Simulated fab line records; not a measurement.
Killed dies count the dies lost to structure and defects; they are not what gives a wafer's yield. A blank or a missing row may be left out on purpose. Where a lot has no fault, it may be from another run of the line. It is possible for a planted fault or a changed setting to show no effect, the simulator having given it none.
Lot-split experiment :: flow n5Finfet :: 7 lots, 39 wafers read, on a route of 1938 steps

== ABOUT THE SPLIT ==
At N5_BEOL_M13_ETCH_68 (etches SOC in N2/H2, time 355 s), the setting timeS was moved away from the recipe's 355 s on 9 of the 39 wafers read, by -43.0% to +50.9%. The other wafers ran this setting at the recipe's value.

The reading comes from the split's own step.

== THE READING ==
SiARC_of_BEOL_M13_COAT_66.thkNm (the simulator's own value, which no gauge read), in nm, at N5_BEOL_M13_ETCH_68 (etches SOC in N2/H2, time 355 s). There is no usual value for it anywhere in the file. Average 77.1 nm, standard deviation 0.65 nm, over the 30 wafers here run with the recipe.

wafer: L079.2
tool, chamber at the split: rieDiel-06, 1
timeS as run, s: 355
against the recipe: recipe
SiARC_of_BEOL_M13_COAT_66.thkNm, nm: 76.2
against lot-mates on the recipe: -

wafer: L079.4
tool, chamber at the split: rieDiel-06, 2
timeS as run, s: 355
against the recipe: recipe
SiARC_of_BEOL_M13_COAT_66.thkNm, nm: 77.4
against lot-mates on the recipe: -

wafer: L079.6
tool, chamber at the split: rieDiel-06, 0
timeS as run, s: 355
against the recipe: recipe
SiARC_of_BEOL_M13_COAT_66.thkNm, nm: 77.8
against lot-mates on the recipe: -

wafer: L077.1
tool, chamber at the split: rieDiel-03, 1
timeS as run, s: 355
against the recipe: recipe
SiARC_of_BEOL_M13_COAT_66.thkNm, nm: 76.8
against lot-mates on the recipe: -

wafer: L077.2
tool, chamber at the split: rieDiel-03, 0
timeS as run, s: 202.4
against the recipe: -43.0%
SiARC_of_BEOL_M13_COAT_66.thkNm, nm: 91.6
against lot-mates on the recipe: +14.5

wafer: L077.3
tool, chamber at the split: rieDiel-03, 2
timeS as run, s: 202.4
against the recipe: -43.0%
SiARC_of_BEOL_M13_COAT_66.thkNm, nm: 92.2
against lot-mates on the recipe: +15.1

wafer: L077.4
tool, chamber at the split: rieDiel-03, 3
timeS as run, s: 355
against the recipe: recipe
SiARC_of_BEOL_M13_COAT_66.thkNm, nm: 78
against lot-mates on the recipe: -

wafer: L077.5
tool, chamber at the split: rieDiel-03, 0
timeS as run, s: 202.4
against the recipe: -43.0%
SiARC_of_BEOL_M13_COAT_66.thkNm, nm: 91.8
against lot-mates on the recipe: +14.7

wafer: L077.6
tool, chamber at the split: rieDiel-03, 1
timeS as run, s: 355
against the recipe: recipe
SiARC_of_BEOL_M13_COAT_66.thkNm, nm: 76.6
against lot-mates on the recipe: -

wafer: L078.1
tool, chamber at the split: rieDiel-06, 0
timeS as run, s: 535.8
against the recipe: +50.9%
SiARC_of_BEOL_M13_COAT_66.thkNm, nm: 60.8
against lot-mates on the recipe: -15.8

wafer: L078.2
tool, chamber at the split: rieDiel-06, 2
timeS as run, s: 535.8
against the recipe: +50.9%
SiARC_of_BEOL_M13_COAT_66.thkNm, nm: 60.2
against lot-mates on the recipe: -16.4

wafer: L078.3
tool, chamber at the split: rieDiel-06, 1
timeS as run, s: 355
against the recipe: recipe
SiARC_of_BEOL_M13_COAT_66.thkNm, nm: 76
against lot-mates on the recipe: -

wafer: L078.4
tool, chamber at the split: rieDiel-06, 1
timeS as run, s: 355
against the recipe: recipe
SiARC_of_BEOL_M13_COAT_66.thkNm, nm: 76.6
against lot-mates on the recipe: -

wafer: L078.5
tool, chamber at the split: rieDiel-06, 2
timeS as run, s: 355
against the recipe: recipe
SiARC_of_BEOL_M13_COAT_66.thkNm, nm: 77.2
against lot-mates on the recipe: -

wafer: L078.6
tool, chamber at the split: rieDiel-06, 0
timeS as run, s: 535.8
against the recipe: +50.9%
SiARC_of_BEOL_M13_COAT_66.thkNm, nm: 61
against lot-mates on the recipe: -15.6

wafer: L081.1
tool, chamber at the split: rieDiel-06, 0
timeS as run, s: 411.1
against the recipe: +15.8%
SiARC_of_BEOL_M13_COAT_66.thkNm, nm: 72.6
against lot-mates on the recipe: -4.1

wafer: L081.2
tool, chamber at the split: rieDiel-06, 1
timeS as run, s: 355
against the recipe: recipe
SiARC_of_BEOL_M13_COAT_66.thkNm, nm: 76.2
against lot-mates on the recipe: -

wafer: L081.3
tool, chamber at the split: rieDiel-06, 2
timeS as run, s: 411.1
against the recipe: +15.8%
SiARC_of_BEOL_M13_COAT_66.thkNm, nm: 72
against lot-mates on the recipe: -4.7

wafer: L081.6
tool, chamber at the split: rieDiel-06, 2
timeS as run, s: 411.1
against the recipe: +15.8%
SiARC_of_BEOL_M13_COAT_66.thkNm, nm: 72
against lot-mates on the recipe: -4.7

wafer: L081.4
tool, chamber at the split: rieDiel-06, 0
timeS as run, s: 355
against the recipe: recipe
SiARC_of_BEOL_M13_COAT_66.thkNm, nm: 77.8
against lot-mates on the recipe: -

wafer: L081.5
tool, chamber at the split: rieDiel-06, 1
timeS as run, s: 355
against the recipe: recipe
SiARC_of_BEOL_M13_COAT_66.thkNm, nm: 76
against lot-mates on the recipe: -

wafer: L085.1
tool, chamber at the split: rieDiel-05, 1,3,1
timeS as run, s: 355
against the recipe: recipe
SiARC_of_BEOL_M13_COAT_66.thkNm, nm: 76.8
against lot-mates on the recipe: -

wafer: L085.3
tool, chamber at the split: rieDiel-05, 1,3,1
timeS as run, s: 355
against the recipe: recipe
SiARC_of_BEOL_M13_COAT_66.thkNm, nm: 76.8
against lot-mates on the recipe: -

wafer: L085.5
tool, chamber at the split: rieDiel-05, 1,3,1
timeS as run, s: 355
against the recipe: recipe
SiARC_of_BEOL_M13_COAT_66.thkNm, nm: 76.8
against lot-mates on the recipe: -

wafer: L085.2
tool, chamber at the split: rieDiel-05, 0
timeS as run, s: 355
against the recipe: recipe
SiARC_of_BEOL_M13_COAT_66.thkNm, nm: 77.2
against lot-mates on the recipe: -

wafer: L085.4
tool, chamber at the split: rieDiel-05, 2
timeS as run, s: 355
against the recipe: recipe
SiARC_of_BEOL_M13_COAT_66.thkNm, nm: 76.4
against lot-mates on the recipe: -

wafer: L085.6
tool, chamber at the split: rieDiel-05, 2
timeS as run, s: 355
against the recipe: recipe
SiARC_of_BEOL_M13_COAT_66.thkNm, nm: 76.2
against lot-mates on the recipe: -

wafer: L087.1
tool, chamber at the split: rieDiel-06, 2
timeS as run, s: 355
against the recipe: recipe
SiARC_of_BEOL_M13_COAT_66.thkNm, nm: 77.6
against lot-mates on the recipe: -

wafer: L087.2
tool, chamber at the split: rieDiel-06, 0
timeS as run, s: 355
against the recipe: recipe
SiARC_of_BEOL_M13_COAT_66.thkNm, nm: 77.4
against lot-mates on the recipe: -

wafer: L087.3
tool, chamber at the split: rieDiel-06, 3
timeS as run, s: 355
against the recipe: recipe
SiARC_of_BEOL_M13_COAT_66.thkNm, nm: 78.2
against lot-mates on the recipe: -

wafer: L087.4
tool, chamber at the split: rieDiel-06, 2
timeS as run, s: 355
against the recipe: recipe
SiARC_of_BEOL_M13_COAT_66.thkNm, nm: 77
against lot-mates on the recipe: -

wafer: L087.5
tool, chamber at the split: rieDiel-06, 0,3
timeS as run, s: 355
against the recipe: recipe
SiARC_of_BEOL_M13_COAT_66.thkNm, nm: 78
against lot-mates on the recipe: -

wafer: L087.6
tool, chamber at the split: rieDiel-06, 0,3
timeS as run, s: 355
against the recipe: recipe
SiARC_of_BEOL_M13_COAT_66.thkNm, nm: 78
against lot-mates on the recipe: -

wafer: L095.1
tool, chamber at the split: rieDiel-05, 1,0
timeS as run, s: 355
against the recipe: recipe
SiARC_of_BEOL_M13_COAT_66.thkNm, nm: 76.8
against lot-mates on the recipe: -

wafer: L095.3
tool, chamber at the split: rieDiel-05, 1,0
timeS as run, s: 355
against the recipe: recipe
SiARC_of_BEOL_M13_COAT_66.thkNm, nm: 76.8
against lot-mates on the recipe: -

wafer: L095.2
tool, chamber at the split: rieDiel-05, 3
timeS as run, s: 355
against the recipe: recipe
SiARC_of_BEOL_M13_COAT_66.thkNm, nm: 77.6
against lot-mates on the recipe: -

wafer: L095.4
tool, chamber at the split: rieDiel-05, 2
timeS as run, s: 355
against the recipe: recipe
SiARC_of_BEOL_M13_COAT_66.thkNm, nm: 76.4
against lot-mates on the recipe: -

wafer: L095.5
tool, chamber at the split: rieDiel-05, 1
timeS as run, s: 355
against the recipe: recipe
SiARC_of_BEOL_M13_COAT_66.thkNm, nm: 77.8
against lot-mates on the recipe: -

wafer: L095.6
tool, chamber at the split: rieDiel-05, 0
timeS as run, s: 355
against the recipe: recipe
SiARC_of_BEOL_M13_COAT_66.thkNm, nm: 77.2
against lot-mates on the recipe: -
Where a row lists several chambers, the file gives one row for several wafers and doesn't say which wafer went through which chamber.

THE FIT
A straight line over all 39 wafers: SiARC_of_BEOL_M13_COAT_66.thkNm changes by -0.331 nm for each +1% of timeS; r = -1.00; the points scatter about the line by 0.64 nm.
The same after taking each lot's own level away (the mean of its wafers on the recipe; 39 wafers): -0.324 nm for each +1%; r = -1.00; scatter 0.58 nm.
That fit puts the effect of the largest move of timeS on the reading at 16 nm.
The lots' own levels span 76.60 to 77.70 nm, that is 1.7 times the standard deviation above.
The two slopes agree, so the slope changes little with the lot-to-lot level.
Check: for one of the wafers moved furthest among these (+50.9%), held out of the fit, the line's prediction against its lot-mates is -16.5 nm. Against them it came out at -15.8 nm.

== THESE WAFERS: OTHER SPLITS ==
Note: prior to the reading, these wafers also went through further splits. Each is held against what the fit with the lots' levels taken away leaves over:
other split on the same wafers: N5_BEOL_M9_ILD_DEP_00 targetThkA
wafers away from the commonest value: 12
r with SiARC_of_BEOL_M13_COAT_66.thkNm (lot level and that fit taken away): -0.05

other split on the same wafers: N5_BEOL_M11_ILD_DEP_00 timeS
wafers away from the commonest value: 15
r with SiARC_of_BEOL_M13_COAT_66.thkNm (lot level and that fit taken away): -0.13

== THE FILE'S OWN FIT ==
SiARC_of_BEOL_M13_COAT_66.thkNm changes by -0.323 nm for each +1% of timeS, r = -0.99.
